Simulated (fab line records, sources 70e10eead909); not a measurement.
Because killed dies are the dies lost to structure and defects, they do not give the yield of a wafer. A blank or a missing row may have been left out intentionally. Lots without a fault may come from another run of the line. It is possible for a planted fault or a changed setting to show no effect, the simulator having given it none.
fab line records | flow nandHarc
[record] lots = 12 wafers = 36 lastDay = 34
route steps=1302 shown A_CHANNEL_HOLE_D1@479 A_CHANNEL_FILL_D1@493 END@1302
lots that met no fault: from a run of the same line without faults
startH: start of the lot's first displayed wafer, in hours after the record's first day | waitH: hours elapsed since this lot's preceding step | " repeats the value in the row above | L1.1+2: one row covering several wafers at once | - value missing, or start not given | * or withheld: withheld | < > ~ a bound
route shown NAME@n: a module of which the file shows steps, and the number in the route of the first | usual: mean/standard deviation of fault-free wafers | same: alike in all rows | chamber/n: place in a boat | sites: per-site readings | _std_site: standard deviation across them | _edge_site: the outer-site mean with the inner-site mean subtracted | radiusMm: how far each site lies from the wafer's centre | mask NAME#n: copy n | behind: the most recent tool/chamber to have shaped the wafer | hold: what put the lot on hold/how long, in hours/how the hold closed | device: which transistor (n, p or np) failed to switch | end of line: the same wafers' tests at the end of the route | a step given without rows: its recipe and nothing more | killed: the dies lost at the first sort to structure and to defects; this is not the yield of the wafer | map: dies across one wafer; x = killed, . = not, _ = none there
set.NAME: the run value of the setting; set.NAME@STEP: its run value at that earlier step | model.NAME: the simulator's own value behind a step, which no gauge read
route steps across a sampled set of lots; one table per step, one row per wafer
services: the hour from which a tool's chamber was out of use, counted from the record's first day as startH (under 0 if before that day), plus the number of hours and why
[[steps]]
[step NHARC_A_CHANNEL_HOLE_D1_ETCH_33]
[recipe] biasV = 400 sourceW = 2000 pressureMtorr = 25 timeS = 90 arFlowSccm = 375 c4f8FlowSccm = 41.7 o2FlowSccm = 83.3 tempC = -20 targetDepthA = 4000 chemistry = C4F8/O2/Ar
[usual] drypumpMotorCurrentA = 5.71/0.15 showerheadPlenumPTorr = 3.62/0.1 throttleValvePct = 27.619/0.0095
// columns lot.wafer tool chamber startH waitH drypumpMotorCurrentA rfHoursCounterH showerheadPlenumPTorr throttleValvePct
L722.2 harEtch-01 1 197.34 0.2 5.60 99 3.70 27.618
L722.5 " 1 " " 5.58 - 3.70 27.614
L722.6 " 0 " " 5.58 - 3.59 27.623
L723.1 harEtch-01 1 207.32 0.2 5.60 107 3.70 27.615
L723.2 " 0 " " 5.57 107 3.58 27.605
L723.5 " 0 " " 5.59 - 3.58 27.637
L725.3 harEtch-01 0 229.64 0.2 5.59 - 3.58 27.621
L725.5 " 1 " " 5.60 - 3.69 27.596
L725.6 " 0 " " 5.59 - 3.58 27.623
L728.2 harEtch-01 1 253.72 0.2 5.59 130 3.69 27.612
L728.6 " 1 " " 5.57 - 3.69 27.612
L728.5 " 0 " " 5.56 - 3.57 27.611
L727.4 harEtch-02 1 255.23 0.2 5.95 - 3.78 27.608
L727.6 " 1 " " 5.94 - 3.78 27.603
L727.5 " 0 " " 5.76 - 3.52 27.606
L732.1 harEtch-01 1 297.84 0.2 5.60 157 3.67 27.611
L732.4 " 1 " " 5.59 - 3.67 27.605
L732.3 " 0 " " 5.59 - 3.56 27.609
L733.2 harEtch-02 0 301.42 0.2 5.77 359 3.51 27.617
L733.1 " 1 " " 5.96 374 3.76 27.623
L733.5 " 0 " " 5.80 - 3.51 27.619
L734.1 harEtch-01 1 309.58 0.2 5.60 161 3.67 27.594
L734.5 " 1 " " 5.59 - 3.67 27.611
L734.6 " 0 " " 5.59 - 3.55 27.618
L741.1 harEtch-01 0 390.02 0.2 5.58 206 3.53 27.621
L741.2 " 1 " " 5.60 206 3.64 27.620
L741.5 " 1 " " 5.60 - 3.64 27.610
L742.3 harEtch-01 0 401.94 0.2 5.59 - 3.52 27.628
L742.4 " 1 " " 5.59 - 3.64 27.623
L742.6 " 0 " " 5.59 - 3.52 27.628
L744.2 harEtch-01 0 410.22 0.2 5.59 225 3.52 27.612
L744.5 " 1 " " 5.58 - 3.63 27.632
L744.6 " 0 " " 5.58 - 3.52 27.639
L743.2 harEtch-01 1 414.36 0.2 5.60 229 3.63 27.618
L743.1 " 0 " " 5.59 229 3.52 27.641
L743.6 " 1 " " 5.59 - 3.63 27.612
[step NHARC_A_CHANNEL_FILL_D1_ALD_03]
[recipe] targetThkA = 60 pulseTimeS = 60 aldCycles = 58 tempC = 630 pressureTorr = 2 material = SiNx
[usual] precursorPulseHeightRel = 1.002/0.02
// columns lot.wafer tool chamber startH waitH precursorPulseHeightRel
L722.2 aldSinBatch-02 0 - - 0.966
L722.5 " 0 " " 0.989
L722.6 " 0 " " 0.983
L723.1 aldSinBatch-01 0 - - 1.018
L723.2 " 0 " " 0.985
L723.5 " 0 " " 0.975
L725.3 aldSinBatch-01 0 - - 1.019
L725.5 " 0 " " 1.033
L725.6 " 0 " " 1.003
L727.4 aldSinBatch-01 0 - - 1.007
L727.5 " 0 " " 1.040
L727.6 " 0 " " 0.999
L728.2 aldSinBatch-01 0 - - 0.968
L728.5 " 0 " " 1.016
L728.6 " 0 " " 0.973
L732.1 aldSinBatch-03 0 - - 1.017
L732.3 " 0 " " 1.001
L732.4 " 0 " " 1.019
L733.1 aldSinBatch-01 0 - - 0.966
L733.2 " 0 " " 0.992
L733.5 " 0 " " 1.025
L734.1 aldSinBatch-02 0 - - 1.030
L734.5 " 0 " " 1.010
L734.6 " 0 " " 1.027
L741.1 aldSinBatch-03 0 - - 0.997
L741.2 " 0 " " 1.014
L741.5 " 0 " " 1.019
L742.3 aldSinBatch-01 0 - - 1.006
L742.4 " 0 " " 1.000
L742.6 " 0 " " 1.025
L744.2 aldSinBatch-03 0 - - 1.000
L744.5 " 0 " " 0.999
L744.6 " 0 " " 1.009
L743.1 aldSinBatch-03 0 - - 0.994
L743.2 " 0 " " 0.989
L743.6 " 0 " " 1.016
[step NHARC_A_CHANNEL_FILL_D1_ETCHBACK_20]
[recipe] targetDepthA = 270 timeS = 13.5 c4f8FlowSccm = withheld o2FlowSccm = 8 arFlowSccm = withheld rfW = 600 biasW = 1500 chemistry = C4F8/O2/Ar
[usual] oesProductAu = 0.98/0.036 rfFwdPowerW = 587.9/2.8 rfVppV = 979/6.1
// columns lot.wafer tool chamber startH waitH oesProductAu rfFwdPowerW rfHoursCounterH rfVppV
L722.2 rieDiel-05 0 224.99 - 0.94 583.1 8 977
L722.5 " 0 " " 0.95 585.8 - 978
L722.6 " 1 " " 0.93 586.5 - 978
L723.2 rieDiel-01 3 234.60 - 0.99 593.6 1 975
L723.1 " 1 " " 1.01 589.7 1 976
L723.5 " 3 " " 1.00 592.6 - 974
L725.3 rieDiel-01 1 255.85 - 1.00 587.9 2 975
L725.6 " 2 " " 1.00 588.3 - 987
L725.5 " 3 " " 0.99 592.0 - 975
L728.2 rieDiel-05 2 280.08 - 1.01 592.2 2 975
L728.6 " 1 " " 1.02 586.8 - 979
L728.5 " 2 " " 1.00 589.7 - 974
L727.4 rieDiel-05 0 280.14 - 1.02 588.8 1 978
L727.5 " 3 " " 1.01 587.4 - 987
L727.6 " 0 " " 1.01 586.3 - 978
L732.3 rieDiel-05 2 327.29 - 1.01 592.8 4 974
L732.4 " 3 " " 1.01 587.9 3 988
L732.1 " 0 " " 1.01 583.7 4 978
L733.1 rieDiel-01 1 327.30 - 1.25 828.9 5 975
L733.2 " 3 " " 1.25 828.1 7 974
L733.5 " 0 " " 1.27 825.0 - 972
L734.1 rieDiel-01 1 337.86 - 1.24 825.9 6 975
L734.5 " 0 " " 1.24 825.2 - 971
L734.6 " 1 " " 1.24 825.0 - 975
L741.1 rieDiel-05 0 419.66 - 0.99 585.1 0 978
L741.2 " 1 " " 1.01 581.6 0 978
L741.5 " 2 " " 1.00 587.1 - 974
L742.3 rieDiel-05 1 433.73 - 1.02 586.8 0 977
L742.4 " 0 " " 1.00 581.2 0 978
L742.6 " 1 " " 1.01 583.6 - 979
L744.2 rieDiel-01 0 433.74 - 1.00 589.5 2 970
L744.5 " 3 " " 0.99 592.5 - 975
L744.6 " 0 " " 1.00 588.3 - 970
L743.2 rieDiel-05 0 440.82 - 0.93 585.5 1 978
L743.1 " 1 " " 0.94 589.5 1 977
L743.6 " 0 " " 0.93 581.6 - 978
[step NHARC_A_CHANNEL_FILL_D1_STRIP_29]
[recipe] timeS = 20 o2FlowSccm = 500 arFlowSccm = 0 biasW = 0 chemistry = O2
[usual] drypumpMotorCurrentA = 5.6/0.57 oesProductAu = 1.007/0.011 rfVppV = 57.7/0.86 showerheadPlenumPTorr = 3.54/0.16 throttleValvePct = 17.036/0.0091
// columns lot.wafer tool chamber startH waitH drypumpMotorCurrentA oesProductAu rfHoursCounterH rfVppV showerheadPlenumPTorr throttleValvePct
L722.2 rieDiel-05 1 242.66 0.1 6.0 1.024 0 57.4 3.53 17.038
L722.6 " 0 " " 6.1 1.018 - 56.6 3.53 17.050
L722.5 " 1 " " 6.0 1.020 - 59.0 3.53 17.049
L723.1 rieDiel-11 3 - - 6.2 1.017 9 57.5 3.32 17.042
L723.2 " 0 " " 4.8 0.985 9 58.2 3.60 17.038
L723.5 " 3 " " 6.2 1.014 - 58.3 3.32 17.065
L725.3 rieDiel-11 2 - - 5.4 0.985 0 57.4 3.50 17.032
L725.5 " 0 " " 4.8 1.011 - 56.7 3.60 17.039
L725.6 " 1 " " 5.2 1.013 - 59.5 3.77 17.037
L727.4 rieDiel-11 3 - - 6.2 1.021 1 57.2 3.32 17.038
L727.6 " 0 " " 4.8 1.005 - 58.5 3.60 17.039
L727.5 " 1 " " 5.2 1.018 - 58.1 3.77 17.029
L728.2 rieDiel-01 1 - - 6.2 1.000 4 57.2 3.46 17.033
L728.6 " 1 " " 6.2 1.010 - 56.2 3.46 17.015
L728.5 " 2 " " 4.8 1.004 - 58.1 3.78 17.042
L733.1 rieDiel-01 3 - - 6.1 1.001 8 57.7 3.42 17.022
L733.2 " 2 " " 4.8 1.003 7 58.7 3.78 17.036
L733.5 " 3 " " 6.1 1.002 - 57.4 3.42 17.043
L732.3 rieDiel-11 3 - - 6.2 1.016 6 57.4 3.32 17.036
L732.1 " 0 " " 4.8 1.019 4 58.2 3.60 17.041
L732.4 " 1 " " 5.2 1.024 6 60.2 3.76 17.031
L734.1 rieDiel-11 2 - - 5.4 1.010 6 56.2 3.49 17.041
L734.6 " 2 " " 5.4 1.006 - 59.1 3.49 17.042
L734.5 " 3 " " 6.2 1.018 - 57.6 3.32 17.038
L741.1 rieDiel-05 3 - - 6.5 1.005 1 58.6 3.77 17.032
L741.2 " 0 " " 6.1 1.002 0 58.1 3.52 17.021
L741.5 " 0 " " 6.1 1.005 - 56.2 3.52 17.034
L744.2 rieDiel-11 2 - - 5.5 0.989 1 59.9 3.49 17.036
L744.6 " 1 " " 5.2 0.988 - 58.2 3.76 17.028
L744.5 " 2 " " 5.4 0.976 - 56.1 3.49 17.029
L742.4 rieDiel-05 0 - - 6.2 1.002 1 57.7 3.52 17.035
L742.3 " 2 " " 5.5 1.004 1 56.7 3.43 17.021
L742.6 " 0 " " 6.1 1.013 - 56.9 3.52 17.026
L743.2 rieDiel-05 2 - - 5.5 0.996 1 56.7 3.43 17.033
L743.1 " 0 " " 6.1 1.011 1 57.2 3.52 17.023
L743.6 " 2 " " 5.5 1.009 - 57.7 3.43 17.028
[step NHARC_END_SORT_01]
[recipe] tempC = 25
[usual] killedAtArray = 57/18 killedAtOther = 0.8/1 killedAtPeriphery = 3.9/2.8 killedDies = 62/18 killedOpen = 3.4/1.8 killedShort = 2.2/1.6
[same] grossDies = 677
// columns lot.wafer tool chamber startH waitH killedAtArray killedAtOther killedAtPeriphery killedDies killedOpen killedShort
L723.1 prober-01 0 603.39 2.5 72 0 1 73 6 0
L723.2 prober-01 0 604.20 2.8 57 0 3 60 6 1
L723.5 prober-01 0 606.61 3.7 66 1 2 69 1 3
L728.2 prober-01 0 623.23 2.8 45 2 0 47 4 0
L728.5 prober-01 0 625.60 3.7 45 1 5 51 2 1
L728.6 prober-01 0 626.39 4.0 40 1 2 43 3 1
L732.1 prober-01 0 676.93 2.5 16 0 1 17 5 0
L732.3 prober-01 0 678.53 3.1 14 1 0 15 4 4
L732.4 prober-01 0 679.32 3.4 23 1 3 27 9 3
L734.6 prober-02 0 687.76 4.0 41 0 2 43 3 2
L741.1 prober-02 0 775.67 2.5 51 0 1 52 2 2
L741.2 prober-02 0 776.49 2.8 56 2 1 59 4 1
L741.5 prober-02 0 778.94 3.8 58 2 5 65 2 5
L743.1 prober-01 0 805.91 2.5 71 0 4 75 4 2
L743.2 prober-01 0 806.71 2.8 60 0 4 64 3 1
L743.6 prober-01 0 809.88 4.0 60 1 1 62 0 4
// killed by level:class
L723.1 A_SLIT:chamberFilmFlake=33 A_CHANNEL_HOLE_D2:chamberFilmFlake=25 A_CHANNEL_HOLE_D1:chamberFilmFlake=3 A_DECK1_JOINT:chamberFilmFlake=3 A_M0:geometricParticle:open=2 A_STAIRCASE:chamberFilmFlake=2 P_M0:geometricParticle:open=1 A_DECK1_JOINT:geometricParticle:open=1
L723.2 A_CHANNEL_HOLE_D2:chamberFilmFlake=27 A_SLIT:chamberFilmFlake=22 A_M0:geometricParticle:open=2 A_STAIRCASE:chamberFilmFlake=2 P_GATE:geometricParticle:short=1 P_GATE:geometricParticle:open=1 A_ONON_D1:geometricParticle:open=1 A_CHANNEL_FILL_D1:geometricParticle:open=1
L723.5 A_CHANNEL_HOLE_D2:chamberFilmFlake=36 A_SLIT:chamberFilmFlake=15 A_CHANNEL_HOLE_D1:chamberFilmFlake=4 A_CHANNEL_FILL_D2:chamberFilmFlake=4 A_CONTACT:chamberFilmFlake=3 A_STAIRCASE:chamberFilmFlake=2 P_CONTACT:geometricParticle:open=1 A_CHANNEL_FILL_D1:geometricParticle:short=1
L728.2 A_SLIT:chamberFilmFlake=30 A_CHANNEL_HOLE_D2:chamberFilmFlake=5 A_CHANNEL_FILL_D1:geometricParticle:open=3 A_M0:chamberFilmFlake=2 THIN_TSV:chamberFilmFlake=2 A_ONON_D1:geometricParticle:open=1 A_CHANNEL_HOLE_D1:chamberFilmFlake=1 A_DECK1_JOINT:chamberFilmFlake=1
L728.5 A_SLIT:chamberFilmFlake=24 A_CHANNEL_HOLE_D2:chamberFilmFlake=10 P_CONTACT:chamberFilmFlake=5 A_CHANNEL_HOLE_D1:chamberFilmFlake=4 A_CONTACT:chamberFilmFlake=3 A_M1:geometricParticle:open=1 A_CHANNEL_FILL_D1:geometricParticle:short=1 STARTING-WAFER:geometricParticle:open=1
L728.6 A_SLIT:chamberFilmFlake=22 A_CHANNEL_HOLE_D1:chamberFilmFlake=6 A_CHANNEL_HOLE_D2:chamberFilmFlake=4 A_CONTACT:chamberFilmFlake=2 A_ONON_D1:geometricParticle:open=1 A_DECK1_JOINT:geometricParticle:short=1 A_SLIT:geometricParticle:open=1 A_CONTACT:geometricParticle:open=1
L732.1 A_CHANNEL_HOLE_D1:chamberFilmFlake=5 A_CONTACT:chamberFilmFlake=3 A_M0:geometricParticle:open=2 A_SLIT:chamberFilmFlake=2 P_M1:geometricParticle:open=1 A_CONTACT:geometricParticle:open=1 A_BLC:geometricParticle:open=1 A_BLC:chamberFilmFlake=1
L732.3 A_CHANNEL_HOLE_D1:chamberFilmFlake=4 A_CHANNEL_HOLE_D1:geometricParticle:open=1 A_CHANNEL_FILL_D1:geometricParticle:short=1 A_DECK1_JOINT:geometricParticle:short=1 A_DECK1_JOINT:geometricParticle:open=1 A_CHANNEL_HOLE_D2:geometricParticle:open=1 A_SGD_CUT:geometricParticle:open=1 A_WL_FILL:geometricParticle:short=1
L732.4 A_CHANNEL_HOLE_D1:chamberFilmFlake=7 A_CONTACT:chamberFilmFlake=3 A_WL_FILL:geometricParticle:open=2 A_SLIT:chamberFilmFlake=2 P_GATE:geometricParticle:open=1 P_M0:geometricParticle:open=1 A_ONON_D1:geometricParticle:open=1 A_DECK1_JOINT:geometricParticle:open=1
L734.6 A_SLIT:chamberFilmFlake=27 A_WL_FILL:chamberFilmFlake=4 A_CHANNEL_HOLE_D1:chamberFilmFlake=3 A_STAIRCASE:chamberFilmFlake=2 P_CONTACT:geometricParticle:short=1 P_CONTACT:geometricParticle:open=1 A_SOURCE_PLATE:geometricParticle:short=1 A_CHANNEL_FILL_D2:geometricParticle:open=1
L741.1 A_SLIT:chamberFilmFlake=20 A_CHANNEL_HOLE_D1:chamberFilmFlake=9 A_STAIRCASE:chamberFilmFlake=5 A_CHANNEL_FILL_D2:chamberFilmFlake=3 A_CONTACT:chamberFilmFlake=3 A_WL_FILL:geometricParticle:short=2 A_DECK1_JOINT:chamberFilmFlake=2 A_CHANNEL_HOLE_D2:chamberFilmFlake=2
L741.2 A_SLIT:chamberFilmFlake=27 A_CHANNEL_HOLE_D1:chamberFilmFlake=10 A_STAIRCASE:chamberFilmFlake=5 A_CHANNEL_FILL_D2:chamberFilmFlake=4 A_CONTACT:chamberFilmFlake=3 A_CHANNEL_FILL_D1:chamberFilmFlake=2 THIN_TSV:chamberFilmFlake=2 P_M1:geometricParticle:open=1
L741.5 A_SLIT:chamberFilmFlake=34 A_CHANNEL_HOLE_D1:chamberFilmFlake=5 A_STAIRCASE:chamberFilmFlake=5 A_CHANNEL_FILL_D1:chamberFilmFlake=2 A_DECK1_JOINT:chamberFilmFlake=2 A_CHANNEL_HOLE_D2:chamberFilmFlake=2 A_CHANNEL_FILL_D2:chamberFilmFlake=2 THIN_TSV:chamberFilmFlake=2
L743.1 A_CHANNEL_HOLE_D2:chamberFilmFlake=34 A_CHANNEL_HOLE_D1:chamberFilmFlake=15 A_SLIT:chamberFilmFlake=10 P_GATE:chamberFilmFlake=3 A_STAIRCASE:chamberFilmFlake=3 A_CONTACT:chamberFilmFlake=3 A_SOURCE_PLATE:geometricParticle:open=1 A_CHANNEL_FILL_D2:geometricParticle:open=1
L743.2 A_CHANNEL_HOLE_D1:chamberFilmFlake=25 A_CHANNEL_HOLE_D2:chamberFilmFlake=18 A_CONTACT:chamberFilmFlake=5 A_SLIT:chamberFilmFlake=4 A_STAIRCASE:chamberFilmFlake=3 A_WL_FILL:chamberFilmFlake=2 P_CONTACT:geometricParticle:open=1 P_M0:geometricParticle:open=1
L743.6 A_CHANNEL_HOLE_D2:chamberFilmFlake=24 A_CHANNEL_HOLE_D1:chamberFilmFlake=19 A_STAIRCASE:chamberFilmFlake=5 A_SLIT:chamberFilmFlake=5 A_WL_FILL:chamberFilmFlake=3 P_M2:geometricParticle:short=1 A_SOURCE_PLATE:geometricParticle:short=1 A_CHANNEL_FILL_D1:geometricParticle:short=1
[[services]]
// columns tool chamber startH hours kind
rieDiel-05 0 184.16 - clean
rieDiel-01 - 184.45 1.1 repair
rieDiel-11 1 195.20 5.8 repair
rieDiel-01 - 198.81 0.7 repair
rieDiel-01 - 203.85 9.0 pm
rieDiel-11 2 204.39 2.9 repair
rieDiel-11 0 204.61 4.7 repair
rieDiel-01 - 225.96 3.8 repair
rieDiel-05 - 229.66 9.0 pm
rieDiel-11 3 237.59 4.0 repair
rieDiel-05 2 240.45 12.0 repair
harEtch-01 - 248.26 1.4 repair
rieDiel-11 - 255.50 9.0 pm
aldSinBatch-02 - 267.91 26.0 pm
rieDiel-01 - 308.35 1.8 repair
rieDiel-11 0 322.30 8.7 repair
rieDiel-11 - 334.72 6.5 repair
rieDiel-11 - 348.91 0.4 repair
harEtch-02 - 377.00 17.0 pm
rieDiel-01 - 380.85 9.0 pm
rieDiel-11 3 390.88 4.5 repair
rieDiel-05 - 406.66 9.0 pm
rieDiel-11 - 432.50 9.0 pm
harEtch-02 - 441.44 0.3 repair
[[key]]
[firstSign] step = NHARC_A_CHANNEL_FILL_D1_ETCHBACK_20 reading = rfFwdPowerW direction = up sigmas = 86 usual = * struck = *
[effect] step = NHARC_A_CHANNEL_FILL_D1_ETCHBACK_20 reading = oesProductAu direction = up sigmas = 7.6 usual = 0.98 struck = 1.25
metAt NHARC_A_CHANNEL_FILL_D1_ETCHBACK_20
struckLots L733,L734
testerLeftOut L733,L734
notActingAt NHARC_A_CHANNEL_HOLE_D1_ETCH_33,NHARC_A_CHANNEL_FILL_D1_ALD_03,NHARC_A_CHANNEL_FILL_D1_STRIP_29
onsetBetween 255.85 327.30
[fault] kind = processParameterDrift tool = rieDiel-01 chamber = - onsetH = 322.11 steps = NHARC_A_CHANNEL_FILL_D1_ETCHBACK_20 channel = rfW offset = * shape = step endH = 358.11 actsIn = * stated = *
// testerLeftOut: of these lots the tester's yield and bins aren't shown, on N5 and GAA mostly nor the transistor test; their killed dies are dies lost to structure and defects alone, not to doping, threshold or leakage, so they don't give the yield
